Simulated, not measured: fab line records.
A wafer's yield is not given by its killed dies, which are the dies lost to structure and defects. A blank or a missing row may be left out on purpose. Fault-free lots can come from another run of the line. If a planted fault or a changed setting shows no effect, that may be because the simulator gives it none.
What tool caused it? || flow n5 finfet || 24 lots, 72 wafers sampled, at 3 steps of a route of 1938

## WHAT EACH GAUGE READ, for each wafer
N5_BEOL_M10_RS_MEAS_57: measurement is done with a four-point probe.
{"lot": "L074", "measured": "day 10 12:41", "on": "film metro-02", "M10_RS (ohm/sq)": "0.154 0.149 0.149"}
{"lot": "L077", "measured": "day 10 15:26", "on": "film metro-01", "M10_RS (ohm/sq)": "0.152 0.149 0.143"}
{"lot": "L075", "measured": "day 10 15:33", "on": "film metro-02", "M10_RS (ohm/sq)": "0.157 0.159 0.158"}
{"lot": "L076", "measured": "day 10 23:32", "on": "film metro-01", "M10_RS (ohm/sq)": "0.150 0.155 0.154"}
{"lot": "L079", "measured": "day 11 10:21", "on": "film metro-02", "M10_RS (ohm/sq)": "0.156 0.154 0.155"}
{"lot": "L078", "measured": "day 11 14:12", "on": "film metro-02", "M10_RS (ohm/sq)": "0.147 0.153 0.146"}
{"lot": "L080", "measured": "day 11 21:16", "on": "film metro-02", "M10_RS (ohm/sq)": "0.156 0.149 0.159"}
{"lot": "L081", "measured": "day 12 05:01", "on": "film metro-01", "M10_RS (ohm/sq)": "0.156 0.148 0.150"}
{"lot": "L082", "measured": "day 12 21:19", "on": "film metro-02", "M10_RS (ohm/sq)": "0.152 0.147 0.149"}
{"lot": "L083", "measured": "day 13 02:38", "on": "film metro-01", "M10_RS (ohm/sq)": "0.150 0.150 0.149"}
{"lot": "L084", "measured": "day 13 02:51", "on": "film metro-02", "M10_RS (ohm/sq)": "0.152 0.151 0.154"}
{"lot": "L085", "measured": "day 13 13:14", "on": "film metro-01", "M10_RS (ohm/sq)": "0.153 0.150 0.152"}
{"lot": "L086", "measured": "day 13 17:32", "on": "film metro-01", "M10_RS (ohm/sq)": "0.158 0.153 0.152"}
{"lot": "L089", "measured": "day 14 00:22", "on": "film metro-02", "M10_RS (ohm/sq)": "0.156 0.152 0.154"}
{"lot": "L088", "measured": "day 14 02:52", "on": "film metro-02", "M10_RS (ohm/sq)": "0.159 0.152 0.158"}
{"lot": "L087", "measured": "day 14 04:05", "on": "film metro-02", "M10_RS (ohm/sq)": "0.157 0.148 0.159"}
{"lot": "L090", "measured": "day 14 19:48", "on": "film metro-02", "M10_RS (ohm/sq)": "0.156 0.146 0.150"}
{"lot": "L092", "measured": "day 15 02:58", "on": "film metro-02", "M10_RS (ohm/sq)": "0.153 0.146 0.148"}
{"lot": "L093", "measured": "day 15 03:14", "on": "film metro-02", "M10_RS (ohm/sq)": "0.155 0.154 0.156"}
{"lot": "L094", "measured": "day 15 12:43", "on": "film metro-02", "M10_RS (ohm/sq)": "0.149 0.151 0.148"}
{"lot": "L095", "measured": "day 15 21:51", "on": "film metro-02", "M10_RS (ohm/sq)": "0.157 0.152 0.159"}
{"lot": "L096", "measured": "day 16 02:19", "on": "film metro-02", "M10_RS (ohm/sq)": "0.148 0.149 0.152"}
{"lot": "L097", "measured": "day 16 02:08", "on": "film metro-02", "M10_RS (ohm/sq)": "0.156 0.153 0.152"}
{"lot": "L091", "measured": "day 16 18:21", "on": "film metro-02", "M10_RS (ohm/sq)": "0.156 0.147 0.156"}

N5_BEOL_M11_OVL_MEAS_12.
{"lot": "L074", "measured": "day 10 13:55", "on": "overlay-01", "M11_OVL (nm)": "-0.3 -0.2 0.4"}
{"lot": "L077", "measured": "day 10 17:06", "on": "overlay-01", "M11_OVL (nm)": "1.2 2.1 0.3"}
{"lot": "L075", "measured": "day 10 17:12", "on": "overlay-02", "M11_OVL (nm)": "1.0 0.0 0.0"}
{"lot": "L076", "measured": "day 11 02:19", "on": "overlay-02", "M11_OVL (nm)": "1.3 -0.3 -0.5"}
{"lot": "L079", "measured": "day 11 14:03", "on": "overlay-01", "M11_OVL (nm)": "0.6 0.8 0.6"}
{"lot": "L078", "measured": "day 11 15:52", "on": "overlay-02", "M11_OVL (nm)": "-0.3 0.0 -1.0"}
{"lot": "L080", "measured": "day 12 02:05", "on": "overlay-02", "M11_OVL (nm)": "-0.4 0.1 0.4"}
{"lot": "L081", "measured": "day 12 07:10", "on": "overlay-02", "M11_OVL (nm)": "0.4 0.6 -0.8"}
{"lot": "L082", "measured": "day 12 22:43", "on": "overlay-01", "M11_OVL (nm)": "-1.4 -0.7 0.2"}
{"lot": "L083", "measured": "day 13 04:31", "on": "overlay-02", "M11_OVL (nm)": "1.1 1.1 -1.0"}
{"lot": "L084", "measured": "day 13 04:40", "on": "overlay-01", "M11_OVL (nm)": "1.7 1.8 1.7"}
{"lot": "L085", "measured": "day 13 15:39", "on": "overlay-01", "M11_OVL (nm)": "0.8 1.4 -0.2"}
{"lot": "L086", "measured": "day 13 19:06", "on": "overlay-01", "M11_OVL (nm)": "2.7 2.2 2.0"}
{"lot": "L089", "measured": "day 14 02:31", "on": "overlay-02", "M11_OVL (nm)": "0.9 -0.5 -0.4"}
{"lot": "L088", "measured": "day 14 05:42", "on": "overlay-02", "M11_OVL (nm)": "0.4 -0.6 -0.7"}
{"lot": "L087", "measured": "day 14 06:10", "on": "overlay-01", "M11_OVL (nm)": "-0.3 -0.7 -0.8"}
{"lot": "L090", "measured": "day 14 21:50", "on": "overlay-02", "M11_OVL (nm)": "-0.2 0.8 0.6"}
{"lot": "L092", "measured": "day 15 06:22", "on": "overlay-02", "M11_OVL (nm)": "-0.6 0.9 0.4"}
{"lot": "L093", "measured": "day 15 06:13", "on": "overlay-01", "M11_OVL (nm)": "-1.0 0.3 -0.3"}
{"lot": "L094", "measured": "day 15 15:01", "on": "overlay-01", "M11_OVL (nm)": "0.5 1.2 0.9"}
{"lot": "L095", "measured": "day 15 23:54", "on": "overlay-01", "M11_OVL (nm)": "0.9 1.2 -0.5"}
{"lot": "L096", "measured": "day 16 05:13", "on": "overlay-02", "M11_OVL (nm)": "1.1 -0.3 1.6"}
{"lot": "L097", "measured": "day 16 05:03", "on": "overlay-02", "M11_OVL (nm)": "0.1 0.7 0.9"}
{"lot": "L091", "measured": "day 16 21:11", "on": "overlay-01", "M11_OVL (nm)": "0.2 1.2 1.0"}

## EACH LOT AND THE TOOL THAT RAN IT (in order: tool; ch and the chambers of the sampled wafers; start)
{"lot": "L074", "N5_BEOL_M10_CURE_72": "uv cure-03 ch 1, day 10 10:05"}
{"lot": "L077", "N5_BEOL_M10_CURE_72": "uv cure-01 ch 2, day 10 12:40"}
{"lot": "L075", "N5_BEOL_M10_CURE_72": "uv cure-02 ch 0, day 10 12:45"}
{"lot": "L076", "N5_BEOL_M10_CURE_72": "uv cure-02 ch 2, day 10 19:30"}
{"lot": "L079", "N5_BEOL_M10_CURE_72": "uv cure-02 ch 0, day 11 06:07"}
{"lot": "L078", "N5_BEOL_M10_CURE_72": "uv cure-01 ch 1, day 11 10:29"}
{"lot": "L080", "N5_BEOL_M10_CURE_72": "uv cure-03 ch 2, day 11 18:12"}
{"lot": "L081", "N5_BEOL_M10_CURE_72": "uv cure-01 ch 1, day 12 02:04"}
{"lot": "L082", "N5_BEOL_M10_CURE_72": "uv cure-03 ch 1, day 12 19:07"}
{"lot": "L083", "N5_BEOL_M10_CURE_72": "uv cure-03 ch 0, day 12 23:17"}
{"lot": "L084", "N5_BEOL_M10_CURE_72": "uv cure-03 ch 2, day 13 00:09"}
{"lot": "L085", "N5_BEOL_M10_CURE_72": "uv cure-03 ch 1, day 13 09:32"}
{"lot": "L086", "N5_BEOL_M10_CURE_72": "uv cure-01 ch 1, day 13 15:21"}
{"lot": "L089", "N5_BEOL_M10_CURE_72": "uv cure-02 ch 1, day 13 21:52"}
{"lot": "L088", "N5_BEOL_M10_CURE_72": "uv cure-03 ch 1, day 14 00:33"}
{"lot": "L087", "N5_BEOL_M10_CURE_72": "uv cure-02 ch 2, day 14 01:01"}
{"lot": "L090", "N5_BEOL_M10_CURE_72": "uv cure-03 ch 0, day 14 17:00"}
{"lot": "L092", "N5_BEOL_M10_CURE_72": "uv cure-03 ch 2, day 14 22:12"}
{"lot": "L093", "N5_BEOL_M10_CURE_72": "uv cure-03 ch 0, day 14 22:33"}
{"lot": "L094", "N5_BEOL_M10_CURE_72": "uv cure-02 ch 1, day 15 09:28"}
{"lot": "L095", "N5_BEOL_M10_CURE_72": "uv cure-02 ch 1, day 15 18:51"}
{"lot": "L096", "N5_BEOL_M10_CURE_72": "uv cure-03 ch 2, day 16 00:09"}
{"lot": "L097", "N5_BEOL_M10_CURE_72": "uv cure-02 ch 1, day 16 00:14"}
{"lot": "L091", "N5_BEOL_M10_CURE_72": "uv cure-02 ch 0, day 16 16:14"}
- N5_BEOL_M10_CURE_72: cures SiCOH lowk, time 120 s.

## WHAT THE TOOLS THEMSELVES READ (means of the sampled wafers that have a number; where no wafer has one, the mark that the record gives instead)
N5_BEOL_M10_CURE_72.
{"lot": "L074", "tool": "uv cure-03", "lamp power pct (%)": 52.30, "wafer_temp_C_max": 371.5}
{"lot": "L077", "tool": "uv cure-01", "lamp power pct (%)": 52.30, "wafer_temp_C_max": 372.2}
{"lot": "L075", "tool": "uv cure-02", "lamp power pct (%)": 52.33, "wafer_temp_C_max": 371.7}
{"lot": "L076", "tool": "uv cure-02", "lamp power pct (%)": 52.29, "wafer_temp_C_max": 371.5}
{"lot": "L079", "tool": "uv cure-02", "lamp power pct (%)": 52.34, "wafer_temp_C_max": 371.4}
{"lot": "L078", "tool": "uv cure-01", "lamp power pct (%)": 52.34, "wafer_temp_C_max": 371.8}
{"lot": "L080", "tool": "uv cure-03", "lamp power pct (%)": 52.32, "wafer_temp_C_max": 372.1}
{"lot": "L081", "tool": "uv cure-01", "lamp power pct (%)": 52.28, "wafer_temp_C_max": 371.9}
{"lot": "L082", "tool": "uv cure-03", "lamp power pct (%)": 52.33, "wafer_temp_C_max": 371.6}
{"lot": "L083", "tool": "uv cure-03", "lamp power pct (%)": 52.32, "wafer_temp_C_max": 371.0}
{"lot": "L084", "tool": "uv cure-03", "lamp power pct (%)": 52.32, "wafer_temp_C_max": 371.5}
{"lot": "L085", "tool": "uv cure-03", "lamp power pct (%)": 52.31, "wafer_temp_C_max": 371.6}
{"lot": "L086", "tool": "uv cure-01", "lamp power pct (%)": 52.33, "wafer_temp_C_max": 371.4}
{"lot": "L089", "tool": "uv cure-02", "lamp power pct (%)": 52.29, "wafer_temp_C_max": 370.9}
{"lot": "L088", "tool": "uv cure-03", "lamp power pct (%)": 52.32, "wafer_temp_C_max": 371.6}
{"lot": "L087", "tool": "uv cure-02", "lamp power pct (%)": 52.34, "wafer_temp_C_max": 371.8}
{"lot": "L090", "tool": "uv cure-03", "lamp power pct (%)": 52.31, "wafer_temp_C_max": 371.0}
{"lot": "L092", "tool": "uv cure-03", "lamp power pct (%)": 52.27, "wafer_temp_C_max": 371.6}
{"lot": "L093", "tool": "uv cure-03", "lamp power pct (%)": 52.36, "wafer_temp_C_max": 371.2}
{"lot": "L094", "tool": "uv cure-02", "lamp power pct (%)": 52.28, "wafer_temp_C_max": 371.1}
{"lot": "L095", "tool": "uv cure-02", "lamp power pct (%)": 52.37, "wafer_temp_C_max": 370.9}
{"lot": "L096", "tool": "uv cure-03", "lamp power pct (%)": 52.29, "wafer_temp_C_max": 371.8}
{"lot": "L097", "tool": "uv cure-02", "lamp power pct (%)": 52.32, "wafer_temp_C_max": 370.7}
{"lot": "L091", "tool": "uv cure-02", "lamp power pct (%)": 52.32, "wafer_temp_C_max": 371.6}

## THE ANSWER, worked out from the rows above alone
Rule: what is usual is taken from the lots themselves. Put in order of their means at a reading, lots are off if they are a third of the lots or fewer, leave a main group of 4 or more, and stand apart from it by a gap of 3 or more times the standard deviation of the main group's means; of several such gaps the widest counts. A main group is skipped when, at the precision printed for the reading in the tables above, its means are all equal. A lot without any number at a reading at which 4 lots or more have one is off too. Any other lot the step has rows for is counted as sound. First the gauges in route order, then the tools' own readings, where a lot's mean is used as printed above. At the first step where some lot is off, the reading lying furthest off is the one used; lots without a number count as furthest.
Across all readings shown, no lot is off: no conclusion can be drawn from this.

## WHAT WAS PUT IN BY THE SIMULATOR
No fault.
